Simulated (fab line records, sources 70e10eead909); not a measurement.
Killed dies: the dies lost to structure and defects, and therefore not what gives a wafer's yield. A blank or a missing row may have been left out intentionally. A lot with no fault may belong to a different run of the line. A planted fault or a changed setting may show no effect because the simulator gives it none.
Chamber matching -- flow nand harc -- NHARC_A_M0_DEP_32 on pecvd-02 has 3 sister chambers
The step deposits SiCN, target thk 30 nm. 6 wafers are shown with their chamber, then 7 later ones without.

== EACH WAFER AND ITS CHAMBER ==
wafer,chamber,heater power outer w (W),heater power w (W)
L836.4,0,414,678
L836.5,2,440,712
L840.1,2,473,719
L844.2,0,448,744
L853.1,1,295,577
L853.5,1,301,597

== WAFERS WHOSE CHAMBER IS MISSING ==
wafer,heater power outer w (W),heater power w (W)
L853.6,421,702
L857.2,379,658
L857.3,309,605
L857.6,388,669
L856.1,330,634
L856.2,506,764
L856.6,337,607

== THE CHAMBER EACH PASSED THROUGH ==
wafer,from the rows above,in truth
L853.6,can't be placed: 0 or 2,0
L857.2,can't be placed: 0 or 2 or 1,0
L857.3,1,1
L857.6,can't be placed: 0 or 2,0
L856.1,1,1
L856.2,can't be placed: 2 or 0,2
L856.6,1,1
3 of 7 placed correctly. Cannot be placed on the basis of these rows: 4; the candidates contain the true chamber in 4. Wrongly placed: 0.
How it was worked out, from the rows above alone: a wafer's distance from a chamber is the root of the sum, over the readings, of the square of ((its reading less the chamber's mean) divided by the reading's scatter). If the next closest chamber is less than 2 further off than the closest, the wafer can't be placed; otherwise it belongs to the closest. For every chamber, the mean is computed from those of its wafers that are shown. The scatter is the square root of a quotient: the sum, over the shown wafers, of each reading's squared deviation from its chamber's mean, divided by wafers minus chambers.
